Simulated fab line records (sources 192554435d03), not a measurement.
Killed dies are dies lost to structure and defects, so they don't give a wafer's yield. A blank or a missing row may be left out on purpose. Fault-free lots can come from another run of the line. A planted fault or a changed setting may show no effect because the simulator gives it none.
What tool caused it? || flow n5-finfet || 12 lots, 36 wafers sampled, at 1 step of a route of 1938

## WHAT THE GAUGES SHOWED, per wafer
N5_BEOL_M13_RS_MEAS_54: a four-point-probe measurement.
{"lot": "L075", "measured": "day 11 02:25", "on": "film-metro-01", "M13_RS (ohm/sq)": "0.0447 0.0460 0.0442"}
{"lot": "L077", "measured": "day 11 13:30", "on": "film-metro-01", "M13_RS (ohm/sq)": "0.0456 0.0450 0.0460"}
{"lot": "L079", "measured": "day 12 04:30", "on": "film-metro-01", "M13_RS (ohm/sq)": "0.0449 0.0447 0.0440"}
{"lot": "L080", "measured": "day 12 15:39", "on": "film-metro-02", "M13_RS (ohm/sq)": "0.0456 0.0452 0.0455"}
{"lot": "L082", "measured": "day 12 16:54", "on": "film-metro-02", "M13_RS (ohm/sq)": "0.0448 0.0450 0.0450"}
{"lot": "L086", "measured": "day 13 21:43", "on": "film-metro-02", "M13_RS (ohm/sq)": "0.0449 0.0440 0.0434"}
{"lot": "L085", "measured": "day 14 04:16", "on": "film-metro-02", "M13_RS (ohm/sq)": "0.0440 0.0438 0.0450"}
{"lot": "L089", "measured": "day 14 13:08", "on": "film-metro-02", "M13_RS (ohm/sq)": "0.0443 0.0455 0.0454"}
{"lot": "L090", "measured": "day 15 02:02", "on": "film-metro-02", "M13_RS (ohm/sq)": "0.0453 0.0464 0.0464"}
{"lot": "L093", "measured": "day 16 04:43", "on": "film-metro-02", "M13_RS (ohm/sq)": "0.0459 0.0437 0.0450"}
{"lot": "L096", "measured": "day 16 15:32", "on": "film-metro-01", "M13_RS (ohm/sq)": "0.0452 0.0459 0.0452"}
{"lot": "L095", "measured": "day 16 19:53", "on": "film-metro-02", "M13_RS (ohm/sq)": "0.0451 0.0463 0.0450"}

## TOOL THAT RAN EACH LOT (tool first, then ch and the chambers of the sampled wafers, then the start)
The record holds no process step before these readings.

## THE ANSWER, worked out from the rows above alone
Rule: the usual values come from the lots themselves. Put in order of their means at a reading, lots are off if they are a third of the lots or fewer, leave a main group of 4 or more, and stand apart from it by a gap of 3 or more times the standard deviation of the main group's means; of several such gaps the widest counts. If all means in a main group match to the digits the tables above print for the reading, that group is not used. Also off: a lot with no number at a reading for which 4 or more lots have one. The other lots that the step has rows for count as sound.
Across all readings shown, no lot is off: no conclusion can be drawn from this.

## WHAT THE SIMULATOR HAD PUT IN
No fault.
